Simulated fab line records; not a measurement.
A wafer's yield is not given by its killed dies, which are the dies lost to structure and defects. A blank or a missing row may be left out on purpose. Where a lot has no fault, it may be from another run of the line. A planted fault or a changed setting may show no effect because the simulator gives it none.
fab line records ; flow nandHarc
record lots=13; wafers=39; lastDay=24
route steps=1159 shown A_M0@1016 THIN_TSV@1148 END@1159
lots that met no fault: taken from a fault-free run of the same line
startH: the number of hours between the record's first day and the start of the first shown wafer of the lot ; waitH: hours elapsed since this lot's preceding step ; " as in the row above ; L1.1+2: a single row standing in for several wafers ; - no value present, or no start provided ; * or withheld: withheld ; < > ~ a bound
route shown NAME@n: NAME is a module with steps in the file, n the number in the route of the first one ; usual: mean/standard deviation taken from wafers without a fault ; same: alike in all rows ; chamber/n: place in a boat ; sites: the reading at each site ; _std_site: their standard deviation ; _edge_site: outer sites' mean less inner sites' ; radiusMm: how far each site lies from the wafer's centre ; mask NAME#n: copy n ; behind: the last tool/chamber to shape the wafer ; hold: what put the lot on hold/how long, in hours/how the hold closed ; device: the transistor (n, p or np) that didn't switch ; end of line: tests run on the same wafers once the route is complete ; a step without rows: its recipe alone ; killed: dies lost to structure and defects at the first sort, not the wafer's yield ; map: per-die view of a wafer (x killed, . not killed, _ where there is no die)
set.NAME: the run value of the setting; set.NAME@STEP: its run value at that earlier step ; model.NAME: the simulator's own value behind a step, which no gauge read
steps of the route over a sample of lots; a table a step, a row a wafer
services: when a tool's chamber went out of use (startH, in hours from the record's first day, below 0 if earlier), for how many hours, and the reason
## steps
# step NHARC_A_M0_PVD_21
# recipe targetThkA=300; chamberPressurePa=5; powerW=5000; substrateTempC=30; timeS=20.49; material=Cu
# usual throttleValvePct=29.9/0.8
lot.wafer;tool;chamber;startH;waitH;throttleValvePct
L814.2;pvdSputter-03;-;405.82;-;30.8
L814.1;pvdSputter-03;-;405.82;-;28.7
L814.6;pvdSputter-03;-;405.82;-;30.7
L812.1;pvdSputter-02;-;409.45;-;29.2
L812.3;pvdSputter-02;-;409.45;-;29.7
L812.4;pvdSputter-02;-;409.45;-;29.8
L813.3;pvdSputter-02;-;410.28;-;29.8
L813.4;pvdSputter-02;-;410.28;-;30.1
L813.5;pvdSputter-02;-;410.28;-;29.0
L815.2;pvdSputter-03;-;414.20;-;30.7
L815.4;pvdSputter-03;-;414.20;-;28.5
L815.1;pvdSputter-03;-;414.20;-;30.4
L816.3;pvdSputter-02;-;414.41;-;30.1
L816.1;pvdSputter-02;-;414.41;-;30.4
L816.6;pvdSputter-02;-;414.41;-;30.1
L818.4;pvdSputter-01;-;427.77;-;32.0
L818.1;pvdSputter-01;-;427.77;-;29.9
L818.5;pvdSputter-01;-;427.77;-;32.0
L819.4;pvdSputter-02;-;431.78;-;29.3
L819.3;pvdSputter-02;-;431.78;-;29.8
L819.2;pvdSputter-02;-;431.78;-;30.6
L821.2;pvdSputter-02;-;452.17;-;29.8
L821.1;pvdSputter-02;-;452.17;-;30.7
L821.5;pvdSputter-02;-;452.17;-;30.3
L822.3;pvdSputter-02;-;454.02;-;28.9
L822.4;pvdSputter-02;-;454.02;-;30.6
L822.5;pvdSputter-02;-;454.02;-;29.5
L825.3;pvdSputter-01;-;465.22;-;31.9
L825.2;pvdSputter-01;-;465.22;-;29.8
L825.5;pvdSputter-01;-;465.22;-;29.7
L823.4;pvdSputter-02;-;482.35;-;29.1
L823.3;pvdSputter-02;-;482.35;-;29.9
L823.5;pvdSputter-02;-;482.35;-;30.3
L835.2;pvdSputter-03;-;525.69;-;30.5
L835.1;pvdSputter-03;-;525.69;-;30.5
L835.5;pvdSputter-03;-;525.69;-;30.8
L834.3;pvdSputter-03;-;538.48;-;28.8
L834.4;pvdSputter-03;-;538.48;-;28.3
L834.5;pvdSputter-03;-;538.48;-;30.7
# step NHARC_THIN_TSV_CD_MEAS_33
# recipe targetCdNm=5000; landingEnergyEv=500
# usual cdNm=4999.5/1.6
lot.wafer;tool;chamber;startH;waitH;cdNm
L814.1;cdSem-03;0;437.47;-;4997.8
L814.2;cdSem-03;0;437.47;-;5000.7
L814.6;cdSem-03;0;437.47;-;4998.1
L812.1;cdSem-01;0;440.12;-;5000.2
L812.3;cdSem-01;0;440.12;-;4999.1
L812.4;cdSem-01;0;440.12;-;4999.3
L813.3;cdSem-03;0;442.33;-;4997.5
L813.4;cdSem-03;0;442.33;-;4998.9
L813.5;cdSem-03;0;442.33;-;4998.6
L815.1;cdSem-03;0;443.47;-;5001.7
L815.2;cdSem-03;0;443.47;-;5000.5
L815.4;cdSem-03;0;443.47;-;5000.5
L816.1;cdSem-01;0;445.17;-;5000.5
L816.3;cdSem-01;0;445.17;-;5001.5
L816.6;cdSem-01;0;445.17;-;4999.1
L818.1;cdSem-01;0;457.02;-;4999.3
L818.4;cdSem-01;0;457.02;-;5001.0
L818.5;cdSem-01;0;457.02;-;5001.5
L819.2;cdSem-03;0;464.24;-;4997.8
L819.3;cdSem-03;0;464.24;-;4999.2
L819.4;cdSem-03;0;464.24;-;5000.7
L821.1;cdSem-03;0;489.17;-;4997.4
L821.2;cdSem-03;0;489.17;-;4999.0
L821.5;cdSem-03;0;489.17;-;4998.6
L822.3;cdSem-01;0;490.43;-;5001.6
L822.4;cdSem-01;0;490.43;-;4999.9
L822.5;cdSem-01;0;490.43;-;4998.7
L825.2;cdSem-01;0;496.31;-;4999.1
L825.3;cdSem-01;0;496.31;-;4996.0
L825.5;cdSem-01;0;496.31;-;5002.1
L823.3;cdSem-01;0;514.22;-;5001.1
L823.5;cdSem-01;0;514.22;-;4999.8
L835.1;cdSem-03;0;554.56;-;4999.5
L835.2;cdSem-03;0;554.56;-;5001.2
L835.5;cdSem-03;0;554.56;-;4995.9
L834.3;cdSem-01;0;568.28;-;4998.2
L834.4;cdSem-01;0;568.28;-;4997.2
L834.5;cdSem-01;0;568.28;-;4999.6
# step NHARC_THIN_TSV_CD_MEAS_37
# usual cdNm=4998.8/2
lot.wafer;tool;chamber;startH;waitH;cdNm
L814.1;cdSem-01;-;438.91;-;4999.3
L814.2;cdSem-01;-;438.91;-;4999.4
L814.6;cdSem-01;-;438.91;-;4997.2
L812.1;cdSem-01;-;441.60;-;4998.0
L812.3;cdSem-01;-;441.60;-;4995.7
L812.4;cdSem-01;-;441.60;-;5000.1
L813.3;cdSem-01;-;443.77;-;4998.2
L813.4;cdSem-01;-;443.77;-;4999.9
L813.5;cdSem-01;-;443.77;-;4998.5
L815.1;cdSem-03;-;444.90;-;5000.6
L815.2;cdSem-03;-;444.90;-;4999.3
L815.4;cdSem-03;-;444.90;-;4996.9
L816.1;cdSem-01;-;446.61;-;4999.4
L816.3;cdSem-01;-;446.61;-;4997.9
L816.6;cdSem-01;-;446.61;-;4995.9
L818.1;cdSem-01;-;458.45;-;4998.4
L818.4;cdSem-01;-;458.45;-;5000.2
L818.5;cdSem-01;-;458.45;-;4999.4
L819.2;cdSem-01;-;465.68;-;4996.0
L819.3;cdSem-01;-;465.68;-;4997.7
L819.4;cdSem-01;-;465.68;-;5002.7
L821.1;cdSem-01;-;491.33;-;4997.3
L821.2;cdSem-01;-;491.33;-;4999.4
L821.5;cdSem-01;-;491.33;-;5000.3
L822.3;cdSem-03;-;491.90;-;4998.4
L822.4;cdSem-03;-;491.90;-;4997.5
L822.5;cdSem-03;-;491.90;-;4997.5
L825.2;cdSem-03;-;498.15;-;4996.7
L825.3;cdSem-03;-;498.15;-;4995.4
L825.5;cdSem-03;-;498.15;-;5003.3
L823.3;cdSem-03;-;515.68;-;5001.3
L823.5;cdSem-03;-;515.68;-;4999.7
L835.1;cdSem-03;-;556.00;-;5000.8
L835.2;cdSem-03;-;556.00;-;5000.5
L835.5;cdSem-03;-;556.00;-;4997.4
L834.3;cdSem-01;-;569.72;-;4995.3
L834.4;cdSem-01;-;569.72;-;4997.8
L834.5;cdSem-01;-;569.72;-;4997.3
# step NHARC_THIN_TSV_INSPECT_40
# usual rawDefectCount=480/78
lot.wafer;tool;chamber;startH;waitH;rawDefectCount
L814.1;defectInspect-01;-;445.95;0.4;663
L814.2;defectInspect-01;-;445.95;0.4;544
L814.6;defectInspect-01;-;445.95;0.4;667
L812.1;defectInspect-01;-;445.96;0.4;393
L812.3;defectInspect-01;-;445.96;0.4;428
L812.4;defectInspect-01;-;445.96;0.4;475
L813.3;defectInspect-01;-;445.96;0.4;621
L813.4;defectInspect-01;-;445.96;0.4;429
L813.5;defectInspect-01;-;445.96;0.4;384
L815.1;defectInspect-01;-;449.64;0.4;489
L815.2;defectInspect-01;-;449.64;0.4;387
L815.4;defectInspect-01;-;449.64;0.4;391
L816.1;defectInspect-02;-;449.65;0.4;463
L816.3;defectInspect-02;-;449.65;0.4;439
L816.6;defectInspect-02;-;449.65;0.4;390
L818.1;defectInspect-01;-;462.90;0.4;462
L818.4;defectInspect-01;-;462.90;0.4;479
L818.5;defectInspect-01;-;462.90;0.4;510
L819.2;defectInspect-01;-;470.12;0.4;474
L819.3;defectInspect-01;-;470.12;0.4;429
L819.4;defectInspect-01;-;470.12;0.4;501
L821.1;defectInspect-02;-;495.77;0.4;564
L821.2;defectInspect-02;-;495.77;0.4;374
L821.5;defectInspect-02;-;495.77;0.4;455
L822.3;defectInspect-01;-;495.78;0.4;428
L822.4;defectInspect-01;-;495.78;0.4;445
L822.5;defectInspect-01;-;495.78;0.4;408
L825.2;defectInspect-02;-;502.35;0.4;514
L825.3;defectInspect-02;-;502.35;0.4;453
L825.5;defectInspect-02;-;502.35;0.4;578
L823.3;defectInspect-02;-;521.43;0.4;401
L823.5;defectInspect-02;-;521.43;0.4;460
L835.1;defectInspect-02;-;560.43;0.4;426
L835.2;defectInspect-02;-;560.43;0.4;493
L835.5;defectInspect-02;-;560.43;0.4;322
L834.3;defectInspect-02;-;572.64;0.4;564
L834.4;defectInspect-02;-;572.64;0.4;510
L834.5;defectInspect-02;-;572.64;0.4;382
# step NHARC_END_SORT_01
# recipe tempC=25
# usual defectLimitedYield=95.4/1.7; killedAtArray=27/11; killedAtOther=0.6/0.89; killedAtPeriphery=3.0/2.4; killedDies=31/12; killedOpen=3.2/1.6; killedShort=2.0/1.5; sort_bin_2_pct=1.5/0.69; sort_bin_3_pct=0.23/0.22; sort_bin_4_pct=2.9/1.1; sortNPass=646/12; sortRimYieldPct=94/3.3; sortYieldPct=95.4/1.7
# same grossDies=677; sort_bin_5_pct[%]=0; sort_bin_6_pct[%]=0; sort_bin_7_pct[%]=0; sort_bin_8_pct[%]=0; sortRimNGross=106.00
lot.wafer;tool;chamber;startH;waitH;defectLimitedYield[%];killedAtArray;killedAtOther;killedAtPeriphery;killedDies;killedOpen;killedShort;sort_bin_2_pct[%];sort_bin_3_pct[%];sort_bin_4_pct[%];sortNPass;sortRimYieldPct[%];sortYieldPct[%]
L819.2;prober-02;0;481.20;2.8;94.8;32;1;2;35;3;3;2.4;0;2.8;642;92;94.8
L819.3;prober-02;0;481.99;3.1;93.4;42;2;1;45;4;4;1.6;0;5.0;632;93;93.4
L819.4;prober-02;0;482.78;3.4;93.5;36;4;4;44;2;5;2.1;0.44;4.0;633;93;93.5
L823.3;prober-02;0;526.35;3.1;97.6;15;0;1;16;3;1;0.7;0;1.6;661;96;97.6
L823.4;prober-02;0;527.14;3.4;0.1;675;0;1;676;5;0;98.8;0.15;0.9;1;0;0.1
L823.5;prober-02;0;527.94;3.7;97.5;15;0;2;17;3;3;0.9;0;1.6;660;96;97.5
L835.1;prober-02;0;563.52;2.5;95.1;31;1;1;33;1;3;2.2;0;2.7;644;94;95.1
L835.2;prober-02;0;564.31;2.8;94.7;31;1;4;36;4;0;1.5;0.30;3.5;641;99;94.7
L835.5;prober-02;0;566.69;3.7;96.8;21;0;1;22;0;3;1.0;0.59;1.6;655;99;96.8
# killed by level:class
L819.2 A_CHANNEL_HOLE_D1:chamberFilmFlake=13 A_SLIT:chamberFilmFlake=7 A_STAIRCASE:chamberFilmFlake=6 A_CHANNEL_FILL_D1:geometricParticle:short=2 A_CONTACT:chamberFilmFlake=2 P_CONTACT:geometricParticle:open=1 P_M1:geometricParticle:short=1 A_M0:geometricParticle:open=1
L819.3 A_SLIT:chamberFilmFlake=13 A_CHANNEL_HOLE_D1:chamberFilmFlake=11 A_STAIRCASE:chamberFilmFlake=9 A_CHANNEL_HOLE_D1:geometricParticle:short=2 A_CONTACT:chamberFilmFlake=2 P_M0:geometricParticle:open=1 A_SOURCE_PLATE:geometricParticle:open=1 A_CHANNEL_FILL_D1:geometricParticle:short=1
L819.4 A_SLIT:chamberFilmFlake=12 A_CHANNEL_HOLE_D1:chamberFilmFlake=8 A_STAIRCASE:chamberFilmFlake=6 THIN_TSV:chamberFilmFlake=4 A_CONTACT:chamberFilmFlake=3 A_M0:geometricParticle:short=2 A_WL_FILL:chamberFilmFlake=2 P_M0:geometricParticle:open=1
L823.3 A_CHANNEL_HOLE_D1:chamberFilmFlake=7 A_STAIRCASE:chamberFilmFlake=3 A_CONTACT:chamberFilmFlake=2 P_STI:geometricParticle:short=1 A_CHANNEL_FILL_D1:geometricParticle:open=1 A_CONTACT:geometricParticle:open=1 A_M1:geometricParticle:open=1
L823.4 A_M0:areaPvd=664 A_CHANNEL_HOLE_D1:chamberFilmFlake=6 A_CONTACT:geometricParticle:open=3 P_GATE:geometricParticle:open=1 A_M1:geometricParticle:open=1 A_STAIRCASE:chamberFilmFlake=1
L823.5 A_CHANNEL_HOLE_D1:chamberFilmFlake=4 A_CONTACT:chamberFilmFlake=3 A_ONON_D1:geometricParticle:open=2 A_STAIRCASE:chamberFilmFlake=2 A_SLIT:chamberFilmFlake=2 P_CONTACT:geometricParticle:short=1 P_M1:geometricParticle:short=1 A_CHANNEL_FILL_D1:geometricParticle:short=1
L835.1 A_CHANNEL_HOLE_D1:chamberFilmFlake=18 A_CONTACT:chamberFilmFlake=5 A_STAIRCASE:chamberFilmFlake=4 A_CHANNEL_FILL_D1:geometricParticle:short=2 P_M2:geometricParticle:short=1 A_M0:geometricParticle:open=1 A_SLIT:chamberFilmFlake=1 THIN_TSV:chamberFilmFlake=1
L835.2 A_CHANNEL_HOLE_D1:chamberFilmFlake=22 A_CONTACT:chamberFilmFlake=4 A_WL_FILL:geometricParticle:open=2 P_CONTACT:geometricParticle:open=1 A_CONTACT:geometricParticle:open=1 P_STI:chamberFilmFlake=1 P_CONTACT:chamberFilmFlake=1 P_BONDPAD:chamberFilmFlake=1
L835.5 A_CHANNEL_HOLE_D1:chamberFilmFlake=13 A_CONTACT:chamberFilmFlake=5 A_SOURCE_PLATE:geometricParticle:short=1 A_CHANNEL_HOLE_D1:geometricParticle:short=1 A_CHANNEL_FILL_D1:geometricParticle:short=1 P_BONDPAD:chamberFilmFlake=1
## services
tool;chamber;startH;hours;kind
pvdSputter-02;-;392.05;10.0;pm
pvdSputter-03;-;458.07;10.0;pm
pvdSputter-02;-;496.49;5.5;repair
pvdSputter-01;-;523.33;10.0;pm
## key
firstSign step=NHARC_END_SORT_01; reading=sort_bin_2_pct; direction=up; sigmas=99+; usual=1.5; struck=98.8
effect step=NHARC_END_SORT_01; reading=killedAtArray; direction=up; sigmas=59; usual=27; struck=675
moreKillsBornAt NHARC_A_M0_PVD_21@pvdSputter-02=664
metAt NHARC_A_M0_PVD_21
struckLots L823
struckWafers L823.4
laterRowsLeftOut L823.4
notActingAt NHARC_THIN_TSV_CD_MEAS_33,NHARC_THIN_TSV_CD_MEAS_37,NHARC_THIN_TSV_INSPECT_40
onsetBetween 454.02 482.35
fault kind=processParameterDrift; tool=pvdSputter-02; chamber=-; onsetH=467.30; steps=NHARC_A_M0_PVD_21; channel=targetThkA; offset=*; shape=step; endH=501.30; scope=struckWafersOnly; actsIn=*; stated=*
# laterRowsLeftOut: the simulator's readings of these wafers behind a module that went badly wrong aren't trusted and aren't shown, but for the sort
